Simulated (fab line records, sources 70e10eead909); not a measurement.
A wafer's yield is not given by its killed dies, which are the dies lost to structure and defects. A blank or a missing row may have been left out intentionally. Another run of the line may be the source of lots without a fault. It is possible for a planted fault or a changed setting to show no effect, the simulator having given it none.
fab line records -- flow nand_harc -- part 2 of 2: steps 5 to 6 of 6
[record] lots = 21, wafers = 63, last_day = 25
route steps=1159 shown A_CHANNEL_FILL_D1@513 A_STAIRCASE@547
lots that met no fault: from a run of the same line without faults
start_h: the number of hours between the record's first day and the start of the first shown wafer of the lot -- wait_h: time in hours since the lot's previous step -- " unchanged from the row above -- L1.1+2: one row covering several wafers at once -- - no value, or no start given -- * or withheld: withheld -- < > ~ a bound
route shown NAME@n: names a module that has steps shown in the file, with the first one's number in the route -- usual: the fault-free wafers' mean and standard deviation -- same: alike in all rows -- chamber/n: place in a boat -- sites: each site's reading -- _std_site: standard deviation of those values -- _edge_site: mean of outer sites minus mean of inner sites -- radius_mm: how far each site lies from the wafer's centre -- mask NAME#n: copy n -- behind: the tool/chamber that last shaped the wafer -- hold: the reason the lot was held/the length of the hold in hours/how it ended -- device: which transistor (n, p or np) failed to switch -- end of line: tests of these same wafers at the route's end -- where a step has no rows: the recipe by itself -- killed: at the first sort, the dies lost to defects and structure; wafer yield is something else -- map: the dies of a wafer, with x for killed, . for not killed, _ for no die there
set.NAME: setting as actually run; set.NAME@STEP: the setting as run at that earlier step -- model.NAME: the simulator's own value behind a step, which no gauge read
steps of the route over a sample of lots; a table a step, a row a wafer
services: the hour from which a tool's chamber was out of use, counted from the record's first day as start_h (under 0 if before that day), plus the number of hours and why
[[steps]]
[step NHARC_A_STAIRCASE_TRIM_189]
[recipe] time_s = 211.2, o2_flow_sccm = 500, ar_flow_sccm = 0, bias_w = 0, chemistry = O2
[usual] chamber_pressure_mTorr = 60.00/0.056, drypump_motor_current_A = 5.9/0.47, oes_product_au = 1.003/0.014, rf_vpp_V = 57.8/0.88, showerhead_plenum_p_Torr = 3.56/0.15, throttle_valve_pct = 17.037/0.0086
[same] time_s = 211.2
lot.wafer,tool,chamber,start_h,wait_h,chamber_pressure_mTorr,drypump_motor_current_A,oes_product_au,rf_hours_counter_h,rf_vpp_V,showerhead_plenum_p_Torr,throttle_valve_pct
L074.3,rie_diel-08,1,-,-,60.01,6.1,1.010,43,57.9,3.43,17.036
L074.4,rie_diel-08,0,-,-,60.02,6.2,1.010,41,58.2,3.54,17.052
L074.6,rie_diel-08,1,-,-,60.01,6.1,1.017,-,57.5,3.43,17.034
L075.3,rie_diel-03,3,-,-,60.13,5.6,0.997,6,56.9,3.50,17.024
L075.6,rie_diel-03,3,-,-,60.06,5.6,1.003,-,56.9,3.50,17.051
L075.5,rie_diel-03,0,-,-,60.04,5.7,1.014,-,58.1,3.61,17.031
L077.3,rie_diel-08,2,-,-,59.96,6.3,1.004,43,56.5,3.59,17.033
L077.4,rie_diel-08,3,-,-,59.91,6.5,1.020,40,57.1,3.38,17.031
L077.2,rie_diel-08,0,-,-,60.10,6.2,1.010,42,56.0,3.54,17.022
L076.1,rie_diel-08,0,-,-,59.85,6.2,1.021,46,57.1,3.54,17.046
L076.2,rie_diel-08,3,-,-,60.02,6.5,1.025,44,56.1,3.38,17.045
L076.5,rie_diel-08,1,-,-,60.10,6.0,1.002,-,56.9,3.43,17.034
L078.2,rie_diel-08,3,-,-,60.01,6.5,1.023,44,57.4,3.38,17.031
L078.4,rie_diel-08,1,-,-,60.08,6.0,1.014,49,56.4,3.43,17.035
L078.5,rie_diel-08,2,-,-,60.01,6.2,1.007,-,58.4,3.59,17.031
L079.1,rie_diel-01,2,-,-,59.98,6.3,0.979,40,57.9,3.73,17.044
L079.6,rie_diel-01,3,-,-,59.88,5.1,0.999,-,56.8,3.68,17.030
L079.5,rie_diel-01,0,-,-,60.01,5.8,1.000,-,57.8,3.27,17.046
L080.1,rie_diel-03,3,-,-,59.98,5.6,0.992,19,57.3,3.49,17.029
L080.3,rie_diel-03,1,-,-,60.02,5.7,0.995,18,58.8,3.43,17.029
L080.2,rie_diel-03,2,-,-,60.05,5.5,1.021,18,57.4,3.62,17.035
L082.3,rie_diel-08,0,-,-,60.09,6.2,1.014,57,57.1,3.53,17.026
L082.1,rie_diel-08,2,-,-,60.01,6.2,0.999,58,57.6,3.59,17.038
L082.6,rie_diel-08,0,-,-,60.03,6.2,1.027,-,59.1,3.53,17.035
L081.1,rie_diel-03,3,-,-,60.13,5.6,0.989,22,57.8,3.49,17.041
L081.3,rie_diel-03,0,-,-,59.97,5.7,1.016,22,57.7,3.60,17.031
L081.6,rie_diel-03,1,-,-,59.93,5.7,1.007,-,57.6,3.43,17.040
L084.4,rie_diel-08,2,-,-,60.03,6.3,1.017,61,58.1,3.58,17.037
L084.1,rie_diel-08,0,-,-,59.90,6.2,1.016,61,57.3,3.53,17.023
L084.5,rie_diel-08,1,-,-,59.98,6.0,1.002,-,56.8,3.42,17.050
L083.4,rie_diel-01,3,-,-,59.95,5.0,0.991,46,58.6,3.68,17.043
L083.2,rie_diel-01,1,-,-,60.09,5.2,0.985,50,58.3,3.78,17.023
L083.6,rie_diel-01,3,-,-,60.01,5.0,1.011,-,58.7,3.68,17.024
L089.2,rie_diel-08,2,-,-,59.91,6.2,1.008,3,58.0,3.58,17.035
L089.3,rie_diel-08,0,-,-,60.01,6.2,1.013,3,58.5,3.53,17.045
L089.6,rie_diel-08,2,-,-,60.02,6.3,1.017,-,58.2,3.58,17.036
L085.4,rie_diel-01,2,-,-,59.99,6.3,0.995,60,58.4,3.72,17.034
L085.1,rie_diel-01,3,-,-,60.04,5.1,1.002,54,57.1,3.67,17.027
L085.2,rie_diel-01,0,-,-,59.98,5.9,0.998,58,57.9,3.26,17.039
L087.3,rie_diel-01,0,-,-,60.00,5.8,0.994,61,56.3,3.26,17.034
L087.6,rie_diel-01,3,-,-,59.95,5.1,1.005,-,59.1,3.67,17.027
L087.5,rie_diel-01,0,-,-,60.05,5.8,1.004,-,56.2,3.26,17.039
L088.3,rie_diel-03,2,-,-,59.90,5.5,1.003,36,59.2,3.61,17.031
L088.1,rie_diel-03,3,-,-,60.02,5.6,0.998,38,58.3,3.48,17.025
L088.5,rie_diel-03,1,-,-,59.98,5.6,0.997,-,56.0,3.42,17.022
L090.2,rie_diel-01,2,-,-,59.98,6.3,0.982,1,58.6,3.71,17.033
L090.1,rie_diel-01,1,-,-,60.00,5.2,0.992,1,57.8,3.77,17.039
L090.6,rie_diel-01,2,-,-,60.10,6.4,0.976,-,58.9,3.71,17.050
L091.3,rie_diel-08,3,-,-,60.03,6.5,1.024,12,57.3,3.36,17.050
L091.2,rie_diel-08,0,-,-,60.00,6.2,1.015,12,59.9,3.52,17.019
L091.4,rie_diel-08,1,-,-,59.93,6.1,0.990,13,57.7,3.42,17.030
L094.1,rie_diel-03,2,-,-,59.92,5.5,1.014,44,57.4,3.60,17.037
L094.2,rie_diel-03,0,-,-,60.06,5.8,1.019,46,57.4,3.59,17.034
L094.3,rie_diel-03,1,-,-,60.05,5.7,0.996,45,57.8,3.42,17.031
L093.4,rie_diel-01,1,-,-,59.93,5.2,0.997,7,57.6,3.77,17.027
L093.3,rie_diel-01,2,-,-,60.03,6.4,0.991,7,58.3,3.71,17.026
L093.5,rie_diel-01,1,-,-,60.02,5.2,1.012,-,57.7,3.77,17.038
L095.4,rie_diel-01,1,-,-,59.98,5.2,0.994,10,58.0,3.77,17.044
L095.2,rie_diel-01,3,-,-,59.98,5.1,0.986,10,58.4,3.66,17.038
L095.6,rie_diel-01,0,-,-,60.06,5.9,0.986,-,57.7,3.80,17.030
L097.3,rie_diel-08,0,-,-,60.10,6.2,1.009,25,58.6,3.51,17.040
L097.2,rie_diel-08,2,-,-,59.94,6.3,1.010,29,56.6,3.57,17.044
L097.6,rie_diel-08,3,-,-,60.01,6.5,1.029,-,58.0,3.35,17.032
[step NHARC_A_STAIRCASE_ETCH_201]
[recipe] target_depth_a = 1000, time_s = 40.5, ion_energy_ev = 400, c4f8_flow_sccm = 20, o2_flow_sccm = 10, ar_flow_sccm = withheld, rf_w = 600, bias_w = 1000, chemistry = C4F8/O2
[usual] chamber_pressure_mTorr = 24.999/0.024, oes_product_au = 0.945/0.014, rf_vpp_V = 897/5.6
[same] time_s = 40.5
lot.wafer,tool,chamber,start_h,wait_h,chamber_pressure_mTorr,oes_product_au,rf_hours_counter_h,rf_vpp_V
L074.4,rie_diel-08,2,-,-,25.008,0.947,42,897
L074.3,rie_diel-08,3,-,-,24.977,0.962,40,891
L074.6,rie_diel-08,2,-,-,24.999,0.944,-,897
L075.3,rie_diel-08,0,-,-,25.014,0.956,42,897
L075.5,rie_diel-08,3,-,-,25.030,0.951,-,890
L075.6,rie_diel-08,0,-,-,25.043,0.948,-,896
L077.3,rie_diel-01,3,-,-,24.966,0.945,29,903
L077.4,rie_diel-01,1,-,-,24.980,0.941,34,906
L077.2,rie_diel-01,2,-,-,25.013,0.931,34,903
L076.1,rie_diel-01,2,-,-,25.000,0.944,39,903
L076.2,rie_diel-01,1,-,-,25.023,0.949,38,906
L076.5,rie_diel-01,3,-,-,24.979,0.939,-,901
L078.2,rie_diel-08,2,-,-,24.990,0.942,49,900
L078.4,rie_diel-08,0,-,-,25.023,0.960,47,897
L078.5,rie_diel-08,1,-,-,25.007,0.949,-,891
L079.1,rie_diel-08,1,-,-,24.959,0.943,51,893
L079.5,rie_diel-08,3,-,-,25.003,0.960,-,892
L079.6,rie_diel-08,0,-,-,25.046,0.958,-,896
L080.2,rie_diel-01,3,-,-,25.013,0.938,41,902
L080.3,rie_diel-01,0,-,-,25.029,0.949,45,886
L080.1,rie_diel-01,2,-,-,24.980,0.942,46,903
L082.3,rie_diel-08,1,-,-,24.955,0.937,61,891
L082.1,rie_diel-08,3,-,-,25.009,0.944,56,891
L082.6,rie_diel-08,0,-,-,25.007,0.946,-,897
L081.3,rie_diel-08,0,-,-,24.988,0.946,59,895
L081.1,rie_diel-08,1,-,-,25.011,0.950,61,894
L081.6,rie_diel-08,3,-,-,24.995,0.953,-,890
L084.1,rie_diel-08,2,-,-,25.007,0.928,62,897
L084.4,rie_diel-08,0,-,-,25.011,0.960,61,897
L084.5,rie_diel-08,1,-,-,25.011,0.944,-,893
L083.2,rie_diel-01,2,-,-,25.012,0.936,51,903
L083.4,rie_diel-01,0,-,-,24.993,0.935,50,888
L083.6,rie_diel-01,2,-,-,25.034,0.927,-,903
L089.3,rie_diel-08,0,-,-,24.977,0.964,4,894
L089.2,rie_diel-08,1,-,-,25.020,0.943,5,891
L089.6,rie_diel-08,1,-,-,25.029,0.941,-,893
L085.1,rie_diel-01,1,-,-,24.988,0.922,61,904
L085.2,rie_diel-01,3,-,-,24.971,0.934,55,902
L085.4,rie_diel-01,0,-,-,24.969,0.941,59,887
L087.3,rie_diel-08,1,-,-,24.998,0.922,8,891
L087.5,rie_diel-08,2,-,-,24.999,0.961,-,898
L087.6,rie_diel-08,3,-,-,25.026,0.974,-,889
L088.3,rie_diel-08,0,-,-,25.034,0.973,8,897
L088.1,rie_diel-08,1,-,-,25.003,0.933,9,892
L088.5,rie_diel-08,3,-,-,25.002,0.974,-,889
L090.2,rie_diel-01,0,-,-,25.030,0.954,2,906
L090.1,rie_diel-01,1,-,-,25.001,0.950,2,905
L090.6,rie_diel-01,1,-,-,24.977,0.944,-,904
L091.4,rie_diel-08,2,-,-,25.026,0.949,13,898
L091.2,rie_diel-08,3,-,-,24.975,0.974,12,890
L091.3,rie_diel-08,1,-,-,24.967,0.943,13,892
L094.1,rie_diel-03,0,-,-,25.000,0.944,46,899
L094.3,rie_diel-03,1,-,-,24.994,0.925,45,891
L094.2,rie_diel-03,2,-,-,24.983,0.936,45,899
L093.3,rie_diel-01,3,-,-,24.981,0.933,9,903
L093.4,rie_diel-01,0,-,-,24.944,0.931,10,906
L093.5,rie_diel-01,3,-,-,24.991,0.936,-,900
L095.4,rie_diel-03,2,-,-,24.987,0.948,49,899
L095.2,rie_diel-03,1,-,-,25.003,0.922,49,893
L095.6,rie_diel-03,3,-,-,24.961,0.935,-,894
L097.3,rie_diel-08,0,-,-,25.049,0.962,26,895
L097.2,rie_diel-08,1,-,-,25.036,0.946,28,891
L097.6,rie_diel-08,0,-,-,25.014,0.959,-,895
[[services]]
tool,chamber,start_h,hours,kind
cmp-02,-,213.14,1.0,repair
rie_diel-03,-,215.35,9.0,pm
rie_diel-01,3,215.88,9.7,repair
cmp-02,-,226.50,4.0,pm
cmp-03,-,231.22,0.4,repair
rie_diel-08,0,232.27,-,clean
rie_diel-08,1,232.27,-,clean
rie_diel-08,2,232.27,-,clean
rie_diel-08,3,232.27,-,clean
cmp-03,-,244.17,0.4,repair
cmp-03,-,254.00,4.0,pm
rie_diel-08,0,256.77,-,clean
rie_diel-08,1,256.77,-,clean
cmp-03,-,262.91,3.5,repair
rie_diel-01,0,264.34,4.4,repair
rie_diel-08,3,265.31,3.5,repair
cmp-02,-,278.52,5.0,repair
cmp-04,-,290.36,1.3,repair
cmp-04,-,301.31,4.0,pm
rie_diel-08,-,301.80,9.0,pm
rie_diel-01,-,323.45,9.0,pm
cmp-02,-,324.50,4.0,pm
cmp-03,-,351.79,0.7,repair
cmp-03,-,384.04,1.6,repair
